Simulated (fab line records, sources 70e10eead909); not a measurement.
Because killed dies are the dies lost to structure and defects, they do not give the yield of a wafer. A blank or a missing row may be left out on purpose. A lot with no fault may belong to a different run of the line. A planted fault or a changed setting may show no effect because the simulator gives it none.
A lot that was struck, set against a sound lot + flow nand-harc + 18 out of 1159 route steps
Sound: these wafers, L187.1, L187.2, L187.6. Wafers struck: L197.4, L197.5, L197.6. Last of all comes the cause.
Each step with rows lists, per side, the tool, then ch with its chambers, then its first start. Under that, the readings that differ: sound wafers + struck wafers + difference of the means + sigmas: that difference in standard deviations of wafers without a fault.
alike: a reading whose means differ by less than 2 such deviations, as well as words and numbers matching on both sides. not compared: withheld readings; readings where some wafer has no value; bounds like >300 that might hide an equal value; numbers whose values overlap and for which the record gives no deviation.
The two part at a step that has a row with sigmas, a row that says differs or no value, or rows on one side only. Numbers that have no deviation but don't overlap get no sigmas and don't part them. Lack of a reading on every wafer of one side parts them only where that side has two or more wafers.

NHARC_A_CONTACT_ETCH_106: etches the open film in CF4/O2, target depth 60 nm, overetch 6 nm, time 33 s.
  sound on rie-diel-09 ch 0,3, day 17 02:28; struck on rie-diel-10 ch 1,2, day 19 21:20
  alike: drypump-motor-current-A, oes_ar_750_au, oes-product-au, rf-vpp-V, showerhead-plenum-p-Torr, throttle-valve-pct
  not compared: rf-hours-counter-h
NHARC_A_CONTACT_STRIP_82: strips in O2.
  sound on rie-diel-09 ch 0,2,3; struck on rie-diel-10 ch 0,3
  alike: drypump-motor-current-A, oes-product-au, rf-vpp-V, showerhead-plenum-p-Torr, throttle-valve-pct
  not compared: rf-hours-counter-h
then, 1 step without rows for these wafers: NHARC_A_CONTACT_STRIP_83 (strips in post etch residue remover, time 600 s).
NHARC_A_CONTACT_DEP_84: deposits aC, target thk 2000 nm.
  sound on acl-dep-02 ch 0, day 17 03:11; struck on acl-dep-02 ch 0, day 20 00:45
  alike: susceptor-temp-C, throttle-valve-pct
NHARC_A_CONTACT_DEP_85: deposits SiON, target thk 50 nm.
  sound on pecvd-02 ch 1,2, day 17 04:34; struck on pecvd-03 ch 0,1,2, day 20 01:31
  alike: chamber-pressure-Torr, heater-power-outer-w, heater-power-w, susceptor-temp-C
then, 7 steps without rows for these wafers: NHARC_A_CONTACT_DEHYDRATE_00 (time 120 s); NHARC_A_CONTACT_HMDS_01 (time 30 s); NHARC_A_CONTACT_COAT_86 (time 75 s); NHARC_A_CONTACT_COAT_87 (time 65 s); NHARC_A_CONTACT_COAT_02 (resist thk 90 nm); NHARC_A_CONTACT_SOFTBAKE_03 (time 55 s); NHARC_A_CONTACT_EBR_04.
NHARC_A_CONTACT_EXPOSE_05: exposes mask A CC.
  sound on arfi-scanner-01 ch 0, day 17 05:09; struck on arfi-scanner-03 ch 0, day 20 02:02
| reading              | sound             | struck               | difference | sigmas      |
|----------------------|-------------------|----------------------|------------|-------------|
| exposure-dose-mJ-cm2 | 84.16 84.27 84.29 | 116.44 116.22 116.44 | +32.13     | +99 or more |
  alike: mask, stage-vel-mm-s
then, 2 steps without rows for these wafers: NHARC_A_CONTACT_PEB_06 (peb time 65 s); NHARC_A_CONTACT_DEVELOP_07 (develop time 35 s).
NHARC_A_CONTACT_CD_MEAS_08: target cd 100 nm.
  sound on cd-sem-01 ch 0, day 17 05:17; struck on cd-sem-03 ch 0, day 20 02:10
| reading    | sound          | struck            | difference | sigmas |
|------------|----------------|-------------------|------------|--------|
| cd-nm (nm) | 99.0 99.1 99.4 | 126.6 126.9 126.2 | +27.4      | +53    |
NHARC_A_CONTACT_OVL_MEAS_09:
  struck on overlay-02, day 20 02:14; sound on overlay-01, day 17 05:23
  alike: overlay-x-nm, overlay-y-nm
-- the record jumps here: 3 days lie between the struck wafers' starts before and after (it left off in module A_CONTACT and takes up again in module END, whose first step shown is number 1159 of the route) --
NHARC_END_SORT_01:
  sound on prober-02 ch 0, day 19 19:46; struck on prober-01 ch 0, day 22 14:18
| reading             | sound  | struck | difference | sigmas |
|---------------------|--------|--------|------------|--------|
| killed-at-periphery | 10 8 4 | 1 3 2  | -5         | -2     |
  alike: killed-at-array, killed-at-other, killed-dies, killed-open, killed-short

## WHERE THEY PART
At NHARC_A_CONTACT_EXPOSE_05 first; at NHARC_END_SORT_01 last (within this record only).

WHY: the cause the simulator had injected
Drift in process parameters on arfi-scanner-03 at NHARC_A_CONTACT_EXPOSE_05, starting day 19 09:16. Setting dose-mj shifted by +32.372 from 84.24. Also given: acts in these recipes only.
